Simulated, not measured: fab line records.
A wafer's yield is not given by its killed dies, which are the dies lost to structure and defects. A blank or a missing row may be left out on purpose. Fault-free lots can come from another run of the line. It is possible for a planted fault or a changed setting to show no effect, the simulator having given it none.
fab line records	flow nand-harc
record lots=24	wafers=72	last-day=33
route steps=1302 shown A_CONTACT@1016 A_BLC@1119
lots that met no fault: taken from a fault-free run of the same line
start-h: start of the lot's first displayed wafer, in hours after the record's first day	wait-h: how many hours have passed since the lot's step before this one	" repeats the value in the row above	L1.1+2: several wafers, shown together as one row	- no value, or no start was given	* or withheld: withheld	< > ~ a bound
route shown NAME@n: NAME is a module with steps in the file, n the number in the route of the first one	usual: average and standard deviation across the fault-free wafers	same: alike in all rows	chamber/n: place in a boat	sites: the reading at each site	_std_site: standard deviation across them	_edge_site: mean of outer sites minus mean of inner sites	radius-mm: for every site, how far away it sits from the centre of the wafer	mask NAME#n: copy n	behind: tool/chamber where the wafer was last shaped	hold: the reason the lot was held/the length of the hold in hours/how it ended	device: whichever transistor did not switch (one of n, p or np)	end of line: the route-end tests of the same wafers	a step with no rows: only its recipe	killed: dies that structure and defects cost at the first sort, which is not the same as the wafer's yield	map: shows each die of a wafer: x if killed, . if not, _ if none is there
set.NAME: the setting as run; set.NAME@STEP: as run at that earlier step	model.NAME: the simulator's own value behind a step, which no gauge read
route steps across a sampled set of lots; one table per step, one row per wafer
services: the hour from which a tool's chamber was out of use, counted from the record's first day as start-h (under 0 if before that day), plus the number of hours and why
## steps
# step NHARC_A_CONTACT_ETCH_122
# recipe source-w=withheld	pressure-mtorr=20	bias-v=3000	time-s=190	target-depth-a=18500	ar-flow-sccm=withheld	c4f8-flow-sccm=withheld	o2-flow-sccm=withheld	chemistry=C4F8/O2/Ar
lot.wafer	tool	chamber	start-h	wait-h	rf-hours-counter-h
L074.3	har-cap-etch-02	0	497.07	0.1	-
L074.4	"	1	"	"	-
L074.6	"	1	"	"	-
L075.2	har-cap-etch-03	1	497.21	0.1	42
L075.4	"	0	"	"	-
L075.5	"	1	"	"	-
L076.1	har-cap-etch-01	1	526.37	0.1	2
L076.4	"	1	"	"	-
L076.5	"	0	"	"	-
L078.1	har-cap-etch-03	0	530.37	0.1	49
L078.3	"	0	"	"	-
L078.4	"	1	"	"	-
L077.3	har-cap-etch-02	1	536.25	0.1	-
L077.6	"	1	"	"	-
L077.5	"	0	"	"	-
L079.1	har-cap-etch-02	1	545.24	0.2	95
L079.5	"	1	"	"	-
L079.6	"	0	"	"	-
L081.1	har-cap-etch-02	1	567.30	0.1	98
L081.4	"	1	"	"	-
L081.6	"	0	"	"	-
L082.1	har-cap-etch-03	1	570.56	0.1	56
L082.3	"	0	"	"	-
L082.4	"	1	"	"	-
L080.2	har-cap-etch-01	1	570.66	0.1	10
L080.3	"	0	"	"	-
L080.6	"	0	"	"	-
L083.2	har-cap-etch-02	1	584.27	0.1	102
L083.5	"	0	"	"	-
L083.6	"	1	"	"	-
L085.1	har-cap-etch-02	1	611.42	0.3	106
L085.3	"	0	"	"	-
L085.4	"	1	"	"	-
L084.1	har-cap-etch-01	0	627.02	0.2	17
L084.4	"	1	"	"	-
L084.6	"	0	"	"	-
L087.2	har-cap-etch-02	1	628.00	0.2	108
L087.3	"	0	"	"	-
L087.6	"	1	"	"	-
L086.2	har-cap-etch-03	1	628.27	0.2	65
L086.5	"	1	"	"	-
L086.6	"	0	"	"	-
L091.4	har-cap-etch-02	1	646.95	0.1	-
L091.3	"	0	"	"	-
L091.6	"	1	"	"	-
L090.1	har-cap-etch-03	0	648.35	0.1	69
L090.3	"	1	"	"	-
L090.5	"	0	"	"	-
L088.2	har-cap-etch-01	1	649.77	0.1	22
L088.1	"	0	"	"	22
L088.4	"	0	"	"	-
L089.3	har-cap-etch-01	1	665.73	0.1	-
L089.4	"	0	"	"	-
L089.6	"	1	"	"	-
L092.1	har-cap-etch-02	1	675.69	0.1	119
L092.4	"	1	"	"	-
L092.5	"	1	"	"	-
L093.4	har-cap-etch-01	1	697.90	0.1	-
L093.5	"	0	"	"	-
L093.6	"	1	"	"	-
L094.2	har-cap-etch-02	0	698.13	0.1	123
L094.3	"	0	"	"	-
L094.4	"	1	"	"	-
L095.1	har-cap-etch-03	0	703.15	0.1	79
L095.4	"	0	"	"	-
L095.6	"	0	"	"	-
L096.4	har-cap-etch-01	1	718.25	0.1	-
L096.6	"	1	"	"	-
L096.5	"	0	"	"	-
L097.2	har-cap-etch-02	1	726.72	0.2	128
L097.4	"	1	"	"	-
L097.6	"	0	"	"	-
# step NHARC_A_CONTACT_OVL_MEAS_70
# usual overlay-x-nm=0.0/0.87	overlay-y-nm=0.2/0.88
lot.wafer	tool	chamber	start-h	wait-h	overlay-x-nm	overlay-y-nm
L074.3	overlay-02	-	503.90	-	0.1	-0.5
L074.4	"	-	"	"	-0.3	-0.4
L074.6	"	-	"	"	-0.4	-0.9
L075.2	overlay-02	-	504.37	-	0.3	0.1
L075.4	"	-	"	"	0.4	-0.4
L075.5	"	-	"	"	0.5	0.3
L076.1	overlay-01	-	534.38	-	-1.5	2.4
L076.4	"	-	"	"	-1.4	2.0
L076.5	"	-	"	"	-0.8	1.8
L078.1	overlay-01	-	537.20	-	0.0	-1.0
L078.3	"	-	"	"	0.2	-0.4
L078.4	"	-	"	"	0.9	-0.6
L077.3	overlay-02	-	543.77	-	0.6	0.1
L077.5	"	-	"	"	0.9	0.1
L077.6	"	-	"	"	1.3	-0.2
L079.1	overlay-02	-	552.71	-	0.4	0.8
L079.5	"	-	"	"	-0.3	0.7
L079.6	"	-	"	"	0.4	0.9
L081.1	overlay-01	-	573.77	-	-0.6	1.1
L081.4	"	-	"	"	-1.3	0.9
L081.6	"	-	"	"	-0.9	0.9
L082.1	overlay-02	-	578.75	-	0.5	0.8
L082.3	"	-	"	"	0.1	0.7
L082.4	"	-	"	"	-0.7	0.7
L080.2	overlay-01	-	579.24	-	-0.2	-0.4
L080.3	"	-	"	"	0.1	0.2
L080.6	"	-	"	"	0.3	-0.8
L083.2	overlay-02	-	592.21	-	-0.5	1.2
L083.5	"	-	"	"	-1.3	1.4
L083.6	"	-	"	"	-0.9	0.9
L085.1	overlay-02	-	618.25	-	0.9	-0.4
L085.3	"	-	"	"	1.6	0.1
L085.4	"	-	"	"	2.1	-0.4
L084.1	overlay-01	-	634.06	-	-1.7	-0.5
L084.4	"	-	"	"	-1.7	0.5
L084.6	"	-	"	"	-1.4	0.1
L087.2	overlay-01	-	634.72	-	0.5	0.4
L087.3	"	-	"	"	0.7	0.6
L087.6	"	-	"	"	0.8	0.1
L086.2	overlay-02	-	635.48	-	-0.1	1.5
L086.5	"	-	"	"	-0.3	1.3
L086.6	"	-	"	"	0.4	1.1
L091.3	overlay-02	-	655.03	-	-0.2	0.2
L091.4	"	-	"	"	-0.4	0.5
L091.6	"	-	"	"	-0.2	0.7
L090.1	overlay-01	-	658.27	-	-1.1	0.8
L090.3	"	-	"	"	-1.1	0.6
L090.5	"	-	"	"	-1.4	1.5
L088.1	overlay-01	-	662.30	-	0.4	-0.3
L088.2	"	-	"	"	0.9	-1.2
L088.4	"	-	"	"	1.1	-0.8
L089.3	overlay-02	-	676.22	-	-0.8	-0.7
L089.4	"	-	"	"	-1.4	-1.2
L089.6	"	-	"	"	-1.5	-0.1
L092.1	overlay-01	-	682.60	-	-0.6	-0.7
L092.4	"	-	"	"	0.2	-0.6
L092.5	"	-	"	"	-0.5	-0.6
L093.4	overlay-01	-	704.37	-	-0.8	-0.8
L093.5	"	-	"	"	-0.5	-0.7
L093.6	"	-	"	"	-1.2	-0.9
L094.2	overlay-01	-	704.75	-	0.5	0.3
L094.3	"	-	"	"	0.9	0.6
L094.4	"	-	"	"	0.6	0.4
L095.1	overlay-02	-	716.23	-	2.0	1.1
L095.4	"	-	"	"	1.7	1.0
L095.6	"	-	"	"	0.9	0.9
L096.4	overlay-01	-	724.51	-	0.4	-0.9
L096.5	"	-	"	"	-0.5	-0.8
L096.6	"	-	"	"	0.6	-0.7
L097.2	overlay-01	-	736.26	-	0.8	-0.5
L097.4	"	-	"	"	1.4	-0.6
L097.6	"	-	"	"	0.9	-0.4
# step NHARC_A_CONTACT_ETCH_125
# recipe source-w=withheld	pressure-mtorr=20	bias-v=3000	time-s=197	target-depth-a=19180	ar-flow-sccm=withheld	c4f8-flow-sccm=withheld	o2-flow-sccm=withheld	chemistry=C4F8/O2/Ar
lot.wafer	tool	chamber	start-h	wait-h	rf-hours-counter-h
L074.4	har-cap-etch-02	0	506.16	0.2	-
L074.3	"	1	"	"	-
L074.6	"	1	"	"	-
L075.2	har-cap-etch-03	1	506.24	0.2	44
L075.4	"	0	"	"	-
L075.5	"	0	"	"	-
L076.1	har-cap-etch-01	0	536.24	0.2	2
L076.4	"	1	"	"	-
L076.5	"	0	"	"	-
L078.1	har-cap-etch-03	1	539.11	0.2	50
L078.3	"	1	"	"	-
L078.4	"	0	"	"	-
L077.3	har-cap-etch-03	0	545.69	0.2	-
L077.6	"	1	"	"	-
L077.5	"	0	"	"	-
L079.1	har-cap-etch-03	1	554.60	0.2	53
L079.6	"	0	"	"	-
L079.5	"	1	"	"	-
L081.1	har-cap-etch-02	0	575.62	0.2	99
L081.4	"	1	"	"	-
L081.6	"	0	"	"	-
L082.1	har-cap-etch-03	0	580.62	0.2	57
L082.3	"	1	"	"	-
L082.4	"	0	"	"	-
L080.2	har-cap-etch-01	0	581.07	0.2	11
L080.3	"	1	"	"	-
L080.6	"	0	"	"	-
L083.2	har-cap-etch-03	0	594.05	0.2	60
L083.6	"	0	"	"	-
L083.5	"	1	"	"	-
L085.1	har-cap-etch-03	0	620.12	0.2	62
L085.3	"	1	"	"	-
L085.4	"	0	"	"	-
L084.1	har-cap-etch-02	1	638.53	0.2	109
L084.4	"	0	"	"	-
L084.6	"	1	"	"	-
L087.2	har-cap-etch-03	1	640.21	0.2	66
L087.3	"	0	"	"	-
L087.6	"	1	"	"	-
L086.2	har-cap-etch-01	1	640.88	0.2	19
L086.5	"	0	"	"	-
L086.6	"	1	"	"	-
L091.3	har-cap-etch-02	1	657.03	0.2	-
L091.4	"	0	"	"	-
L091.6	"	1	"	"	-
L090.1	har-cap-etch-03	0	660.14	0.2	72
L090.3	"	0	"	"	-
L090.5	"	0	"	"	-
L088.2	har-cap-etch-02	0	664.89	0.2	116
L088.1	"	1	"	"	116
L088.4	"	0	"	"	-
L089.3	har-cap-etch-03	0	678.11	0.2	-
L089.4	"	1	"	"	-
L089.6	"	1	"	"	-
L092.1	har-cap-etch-01	1	684.44	0.2	29
L092.4	"	0	"	"	-
L092.5	"	1	"	"	-
L093.4	har-cap-etch-01	0	706.75	0.2	-
L093.5	"	0	"	"	-
L093.6	"	1	"	"	-
L094.2	har-cap-etch-02	1	706.85	0.2	124
L094.4	"	1	"	"	-
L094.3	"	0	"	"	-
L095.1	har-cap-etch-03	1	718.15	0.2	81
L095.4	"	1	"	"	-
L095.6	"	1	"	"	-
L096.4	har-cap-etch-03	0	726.72	0.2	-
L096.5	"	1	"	"	-
L096.6	"	0	"	"	-
L097.2	har-cap-etch-02	0	738.10	0.2	129
L097.4	"	0	"	"	-
L097.6	"	1	"	"	-
# step NHARC_A_CONTACT_ETCH_106
# recipe target-depth-a=900	overetch-a=90	time-s=49.5	ion-energy-ev=100	cf4-flow-sccm=80	o2-flow-sccm=20	ar-flow-sccm=0	rf-w=300	bias-w=100	chemistry=CF4/O2
# usual drypump-motor-current-A=5.7/0.33	oes-product-au=0.999/0.012	rf-vpp-V=197.1/1.5	showerhead-plenum-p-Torr=1.30/0.06	throttle-valve-pct=13.398/0.0088
lot.wafer	tool	chamber	start-h	wait-h	drypump-motor-current-A	oes-product-au	rf-hours-counter-h	rf-vpp-V	showerhead-plenum-p-Torr	throttle-valve-pct
L074.3	rie-diel-03	3	508.80	0.1	5.9	1.001	13	197.3	1.25	13.424
L074.4	"	1	"	"	5.1	1.007	11	195.9	1.27	13.406
L074.6	"	3	"	"	5.9	1.002	-	194.2	1.25	13.404
L075.4	rie-diel-07	2	508.92	0.1	5.7	1.035	4	198.5	1.28	13.404
L075.2	"	1	"	"	5.5	1.004	3	199.8	1.40	13.406
L075.5	"	2	"	"	5.7	1.034	-	196.8	1.28	13.398
L076.1	rie-diel-07	3	538.96	0.1	5.4	1.000	8	196.6	1.27	13.399
L076.5	"	3	"	"	5.4	0.997	-	196.4	1.27	13.393
L076.4	"	0	"	"	5.9	1.013	-	197.6	1.25	13.392
L078.1	rie-diel-03	3	542.53	0.1	5.9	0.999	28	195.3	1.25	13.391
L078.4	"	0	"	"	5.9	1.002	28	196.7	1.28	13.387
L078.3	"	1	"	"	5.1	1.007	24	197.4	1.26	13.384
L077.3	rie-diel-07	0	548.41	0.1	5.9	1.009	10	196.2	1.25	13.403
L077.5	"	1	"	"	5.5	0.988	-	199.0	1.40	13.398
L077.6	"	2	"	"	5.7	1.019	-	194.2	1.28	13.409
L079.1	rie-diel-03	2	557.33	0.1	5.9	0.984	27	198.5	1.35	13.397
L079.6	"	0	"	"	5.9	0.991	-	194.9	1.27	13.390
L079.5	"	1	"	"	5.1	0.996	-	197.3	1.26	13.404
L081.4	rie-diel-03	2	578.83	0.1	5.9	0.994	34	199.4	1.35	13.396
L081.1	"	3	"	"	5.9	0.996	39	196.0	1.25	13.400
L081.6	"	1	"	"	5.1	1.006	-	195.0	1.26	13.397
L082.1	rie-diel-07	2	583.37	0.1	5.7	1.019	19	196.3	1.28	13.401
L082.4	"	3	"	"	5.4	0.991	17	195.3	1.27	13.400
L082.3	"	0	"	"	5.8	1.001	16	196.3	1.24	13.404
L080.3	rie-diel-07	0	583.82	0.1	5.9	1.024	16	196.4	1.24	13.396
L080.2	"	2	"	"	5.6	1.020	19	196.4	1.28	13.381
L080.6	"	0	"	"	5.8	1.015	-	195.5	1.24	13.392
L083.2	rie-diel-11	2	596.77	0.1	6.1	0.985	53	196.6	1.30	13.393
L083.5	"	3	"	"	5.1	0.981	-	195.9	1.26	13.401
L083.6	"	0	"	"	6.1	0.986	-	199.6	1.43	13.401
L085.1	rie-diel-03	3	622.83	0.1	5.9	0.987	59	196.3	1.24	13.378
L085.4	"	0	"	"	5.9	0.998	56	197.4	1.27	13.391
L085.3	"	1	"	"	5.1	1.004	53	194.0	1.26	13.391
L084.4	rie-diel-11	2	641.32	0.1	6.1	0.992	10	196.8	1.30	13.398
L084.1	"	0	"	"	6.1	0.997	10	199.8	1.43	13.398
L084.6	"	3	"	"	5.1	0.995	-	196.3	1.26	13.387
L087.3	rie-diel-11	3	642.94	0.1	5.2	0.993	10	197.1	1.26	13.395
L087.2	"	1	"	"	5.5	1.009	11	199.8	1.40	13.388
L087.6	"	2	"	"	6.1	0.987	-	196.2	1.30	13.416
L086.2	rie-diel-11	0	646.44	0.1	6.2	0.999	13	199.5	1.43	13.408
L086.5	"	1	"	"	5.5	1.003	-	199.1	1.39	13.391
L086.6	"	2	"	"	6.1	0.997	-	196.8	1.29	13.397
L091.3	rie-diel-03	1	659.95	0.1	5.1	0.992	6	194.4	1.25	13.392
L091.4	"	2	"	"	5.8	0.996	6	199.1	1.34	13.405
L091.6	"	3	"	"	5.9	0.987	-	195.1	1.24	13.404
L090.3	rie-diel-11	0	662.94	0.1	6.2	0.999	20	199.1	1.43	13.398
L090.1	"	1	"	"	5.5	0.999	20	198.2	1.39	13.403
L090.5	"	1	"	"	5.5	1.005	-	199.7	1.39	13.405
L088.4	rie-diel-03	2	667.92	0.1	5.8	1.001	8	197.6	1.34	13.380
L088.1	"	3	"	"	5.9	0.971	9	195.9	1.24	13.402
L088.2	"	0	"	"	5.9	1.007	9	196.1	1.27	13.385
L089.3	rie-diel-03	3	680.87	0.1	5.9	0.981	11	196.2	1.24	13.390
L089.4	"	2	"	"	5.9	0.992	11	198.3	1.34	13.397
L089.6	"	3	"	"	5.9	0.971	-	196.1	1.24	13.405
L092.4	rie-diel-03	0	687.20	0.1	5.9	1.007	13	197.3	1.27	13.402
L092.1	"	1	"	"	5.1	1.001	13	195.6	1.25	13.414
L092.5	"	0	"	"	5.9	1.009	-	196.6	1.27	13.398
L093.4	rie-diel-03	3	709.45	0.1	5.9	0.975	22	196.3	1.24	13.399
L093.5	"	2	"	"	5.8	0.981	-	198.0	1.34	13.384
L093.6	"	3	"	"	5.9	0.967	-	196.2	1.24	13.401
L094.2	rie-diel-11	2	710.30	0.1	6.1	0.986	35	196.6	1.29	13.412
L094.4	"	3	"	"	5.2	1.007	34	197.2	1.26	13.407
L094.3	"	0	"	"	6.1	1.002	34	199.3	1.43	13.402
L095.4	rie-diel-03	0	720.84	0.1	5.9	1.013	26	196.2	1.26	13.400
L095.1	"	1	"	"	5.1	0.998	26	197.0	1.25	13.397
L095.6	"	0	"	"	5.9	1.003	-	194.9	1.26	13.403
L096.4	rie-diel-07	3	729.48	0.1	5.5	0.986	5	196.4	1.27	13.406
L096.5	"	0	"	"	5.8	0.992	-	195.9	1.24	13.377
L096.6	"	1	"	"	5.5	1.001	-	200.3	1.40	13.403
L097.2	rie-diel-07	0	740.81	0.1	5.8	0.993	6	195.6	1.24	13.399
L097.4	"	1	"	"	5.5	1.002	5	199.1	1.40	13.385
L097.6	"	0	"	"	5.8	0.997	-	195.3	1.24	13.385
# step NHARC_A_CONTACT_ETCH_110
# recipe target-depth-a=600	overetch-a=60	time-s=33	ion-energy-ev=100	cf4-flow-sccm=80	o2-flow-sccm=20	ar-flow-sccm=0	rf-w=300	bias-w=100	chemistry=CF4/O2
# usual drypump-motor-current-A=5.7/0.33	oes-product-au=0.999/0.011	rf-vpp-V=197.2/1.6	showerhead-plenum-p-Torr=1.31/0.065	throttle-valve-pct=13.398/0.0094
lot.wafer	tool	chamber	start-h	wait-h	drypump-motor-current-A	oes-product-au	rf-hours-counter-h	rf-vpp-V	showerhead-plenum-p-Torr	throttle-valve-pct
L075.2	rie-diel-07	2	516.17	0.1	5.7	1.021	5	197.7	1.28	13.399
L075.4	"	3	"	"	5.4	0.997	4	197.0	1.27	13.409
L075.5	"	2	"	"	5.7	1.014	-	197.1	1.28	13.396
L074.4	rie-diel-11	2	517.21	0.0	6.1	0.989	27	196.7	1.30	13.406
L074.3	"	3	"	"	5.1	0.986	27	196.6	1.27	13.386
L074.6	"	3	"	"	5.1	0.989	-	196.2	1.27	13.389
L076.4	rie-diel-03	0	546.47	0.0	5.9	1.005	29	195.8	1.27	13.396
L076.1	"	2	"	"	5.9	1.002	24	198.7	1.35	13.391
L076.5	"	0	"	"	5.9	1.000	-	196.4	1.27	13.397
L078.4	rie-diel-07	1	549.31	0.1	5.5	1.001	11	198.4	1.40	13.414
L078.3	"	2	"	"	5.6	1.022	13	196.2	1.28	13.389
L078.1	"	3	"	"	5.4	1.006	11	195.5	1.27	13.407
L077.3	rie-diel-11	3	555.43	0.1	5.1	0.989	38	196.5	1.27	13.401
L077.5	"	1	"	"	5.5	0.985	-	199.1	1.40	13.403
L077.6	"	2	"	"	6.1	0.991	-	196.4	1.30	13.389
L079.1	rie-diel-07	3	566.00	0.1	5.4	1.006	14	195.8	1.27	13.396
L079.6	"	2	"	"	5.6	1.028	-	198.5	1.28	13.401
L079.5	"	3	"	"	5.4	1.008	-	196.3	1.27	13.393
L081.1	rie-diel-03	3	590.38	0.1	5.9	0.998	48	195.7	1.25	13.410
L081.4	"	1	"	"	5.1	1.000	40	196.0	1.26	13.403
L081.6	"	3	"	"	5.9	0.998	-	195.9	1.25	13.403
L082.4	rie-diel-07	0	590.98	0.1	5.8	1.004	17	196.3	1.24	13.396
L082.1	"	1	"	"	5.5	1.009	14	197.2	1.40	13.380
L082.3	"	2	"	"	5.7	1.012	20	197.4	1.28	13.400
L080.3	rie-diel-07	3	593.56	0.0	5.4	0.999	19	195.6	1.27	13.406
L080.2	"	1	"	"	5.5	1.012	15	198.6	1.40	13.391
L080.6	"	3	"	"	5.4	1.004	-	195.8	1.27	13.404
L083.2	rie-diel-07	0	607.10	0.1	5.9	1.014	18	197.5	1.24	13.410
L083.5	"	2	"	"	5.7	1.011	-	198.4	1.28	13.397
L083.6	"	3	"	"	5.4	1.011	-	196.5	1.27	13.399
L085.3	rie-diel-11	2	634.51	2.9	6.1	0.996	5	197.9	1.30	13.389
L085.1	"	0	"	"	6.1	0.991	6	198.9	1.43	13.408
L085.4	"	1	"	"	5.5	0.999	5	198.7	1.40	13.399
L084.1	rie-diel-11	0	652.39	0.1	6.1	0.990	15	199.6	1.43	13.380
L084.4	"	1	"	"	5.5	1.007	16	199.4	1.39	13.404
L084.6	"	0	"	"	6.1	1.000	-	199.5	1.43	13.399
L087.3	rie-diel-03	3	653.93	0.0	5.9	0.978	4	195.3	1.24	13.386
L087.2	"	2	"	"	5.9	0.994	4	197.0	1.34	13.402
L087.6	"	3	"	"	5.9	0.973	-	196.2	1.24	13.398
L086.2	rie-diel-03	3	655.13	0.1	5.9	0.988	4	195.8	1.24	13.391
L086.6	"	2	"	"	5.9	0.996	-	198.2	1.34	13.392
L086.5	"	3	"	"	5.9	0.980	-	196.3	1.24	13.385
L091.4	rie-diel-03	2	667.95	0.1	5.9	0.997	8	198.6	1.34	13.397
L091.3	"	3	"	"	5.9	0.984	9	195.3	1.24	13.389
L091.6	"	1	"	"	5.1	0.990	-	194.1	1.25	13.413
L090.1	rie-diel-11	3	674.72	0.0	5.2	0.998	24	196.2	1.26	13.392
L090.3	"	2	"	"	6.1	0.991	25	197.4	1.29	13.395
L090.5	"	0	"	"	6.1	1.003	-	200.7	1.43	13.400
L088.2	rie-diel-11	0	680.67	0.1	6.2	1.008	25	199.2	1.43	13.388
L088.1	"	1	"	"	5.5	0.991	26	200.3	1.39	13.404
L088.4	"	3	"	"	5.1	0.999	25	196.7	1.26	13.388
L089.4	rie-diel-11	3	692.28	0.1	5.1	1.009	29	195.7	1.26	13.407
L089.3	"	0	"	"	6.1	0.999	30	199.2	1.43	13.389
L089.6	"	3	"	"	5.2	1.000	-	197.2	1.26	13.411
L092.1	rie-diel-11	0	696.07	0.1	6.1	1.001	31	196.7	1.43	13.394
L092.4	"	1	"	"	5.5	0.999	33	199.1	1.39	13.383
L092.5	"	3	"	"	5.1	1.000	-	197.9	1.26	13.395
L093.4	rie-diel-03	0	716.28	0.1	5.9	1.012	26	194.6	1.26	13.400
L093.6	"	3	"	"	5.9	0.982	-	194.9	1.24	13.401
L093.5	"	0	"	"	5.9	1.017	-	196.9	1.26	13.397
L094.2	rie-diel-07	0	719.07	0.1	5.8	1.008	1	196.1	1.24	13.390
L094.4	"	1	"	"	5.5	1.001	1	198.7	1.40	13.391
L094.3	"	2	"	"	5.6	1.008	2	197.3	1.28	13.397
L095.4	rie-diel-07	3	727.66	0.1	5.4	0.981	5	195.8	1.27	13.420
L095.1	"	0	"	"	5.9	0.998	5	196.9	1.24	13.378
L095.6	"	2	"	"	5.7	0.998	-	196.5	1.27	13.394
L096.4	rie-diel-07	1	738.74	0.1	5.5	0.997	5	200.4	1.40	13.401
L096.6	"	3	"	"	5.4	0.988	-	198.6	1.27	13.408
L096.5	"	0	"	"	5.8	0.992	-	196.0	1.24	13.414
L097.2	rie-diel-11	1	753.21	0.1	5.5	0.997	56	199.9	1.38	13.397
L097.4	"	0	"	"	6.1	1.008	52	199.8	1.42	13.388
L097.6	"	2	"	"	6.1	0.981	-	196.1	1.29	13.400
# step NHARC_A_BLC_INSPECT_12
# usual raw-defect-count=81/37
lot.wafer	tool	chamber	start-h	wait-h	raw-defect-count
L075.2	defect-inspect-02	-	518.93	0.0	24
L075.4	"	-	"	"	18
L075.5	"	-	"	"	22
L074.3	defect-inspect-02	-	520.05	0.0	92
L074.4	"	-	"	"	103
L074.6	"	-	"	"	103
L076.1	defect-inspect-02	-	549.10	0.0	83
L076.4	"	-	"	"	75
L076.5	"	-	"	"	66
L078.1	defect-inspect-01	-	551.96	0.0	116
L078.3	"	-	"	"	142
L078.4	"	-	"	"	122
L077.3	defect-inspect-02	-	558.11	0.0	64
L077.5	"	-	"	"	69
L077.6	"	-	"	"	75
L079.1	defect-inspect-02	-	568.71	0.0	93
L079.5	"	-	"	"	83
L079.6	"	-	"	"	69
L081.1	defect-inspect-01	-	593.15	0.0	91
L081.4	"	-	"	"	91
L081.6	"	-	"	"	79
L082.1	defect-inspect-02	-	593.74	0.0	123
L082.3	"	-	"	"	117
L082.4	"	-	"	"	139
L080.2	defect-inspect-01	-	596.35	0.0	59
L080.3	"	-	"	"	65
L080.6	"	-	"	"	81
L083.2	defect-inspect-02	-	609.90	0.0	47
L083.5	"	-	"	"	41
L083.6	"	-	"	"	38
L085.1	defect-inspect-02	-	637.50	0.0	82
L085.3	"	-	"	"	62
L085.4	"	-	"	"	72
L084.1	defect-inspect-02	-	655.29	0.0	132
L084.4	"	-	"	"	148
L084.6	"	-	"	"	147
L087.2	defect-inspect-01	-	656.69	0.0	31
L087.3	"	-	"	"	31
L087.6	"	-	"	"	34
L086.2	defect-inspect-01	-	657.76	0.0	121
L086.5	"	-	"	"	114
L086.6	"	-	"	"	108
L091.3	defect-inspect-01	-	670.75	0.0	75
L091.4	"	-	"	"	68
L091.6	"	-	"	"	79
L090.1	defect-inspect-01	-	677.50	0.0	103
L090.3	"	-	"	"	113
L090.5	"	-	"	"	108
L088.1	defect-inspect-01	-	683.45	0.0	53
L088.2	"	-	"	"	54
L088.4	"	-	"	"	49
L089.3	defect-inspect-02	-	695.11	0.0	69
L089.4	"	-	"	"	60
L089.6	"	-	"	"	71
L092.1	defect-inspect-01	-	698.88	0.0	107
L092.4	"	-	"	"	122
L092.5	"	-	"	"	129
L093.4	defect-inspect-02	-	719.05	0.0	40
L093.5	"	-	"	"	34
L093.6	"	-	"	"	27
L094.2	defect-inspect-02	-	721.87	0.0	132
L094.3	"	-	"	"	134
L094.4	"	-	"	"	128
L095.1	defect-inspect-01	-	730.44	0.0	77
L095.4	"	-	"	"	64
L095.6	"	-	"	"	71
L096.4	defect-inspect-02	-	741.55	0.0	134
L096.5	"	-	"	"	162
L096.6	"	-	"	"	122
L097.2	defect-inspect-01	-	755.85	0.0	33
L097.4	"	-	"	"	22
L097.6	"	-	"	"	28
## services
tool	chamber	start-h	hours	kind
rie-diel-03	0	481.35	3.6	repair
rie-diel-03	0	491.89	-	clean
rie-diel-03	1	491.89	-	clean
rie-diel-03	2	491.89	-	clean
rie-diel-03	3	491.89	-	clean
har-cap-etch-01	-	497.00	17.0	pm
rie-diel-03	0	516.43	-	clean
rie-diel-03	1	516.43	-	clean
rie-diel-03	2	516.43	-	clean
rie-diel-03	3	516.43	-	clean
rie-diel-07	1	535.80	6.2	repair
rie-diel-03	0	540.93	-	clean
rie-diel-03	1	540.93	-	clean
rie-diel-03	2	540.93	-	clean
rie-diel-03	3	540.93	-	clean
rie-diel-07	1	556.54	21.6	repair
rie-diel-07	-	586.78	0.6	repair
rie-diel-11	-	611.04	9.0	pm
rie-diel-03	0	630.78	15.7	repair
rie-diel-03	3	630.90	7.0	repair
rie-diel-03	-	637.33	9.0	pm
har-cap-etch-02	-	683.72	0.6	repair
rie-diel-11	0	700.93	5.1	repair
rie-diel-07	-	704.90	9.0	pm
## key
fault none
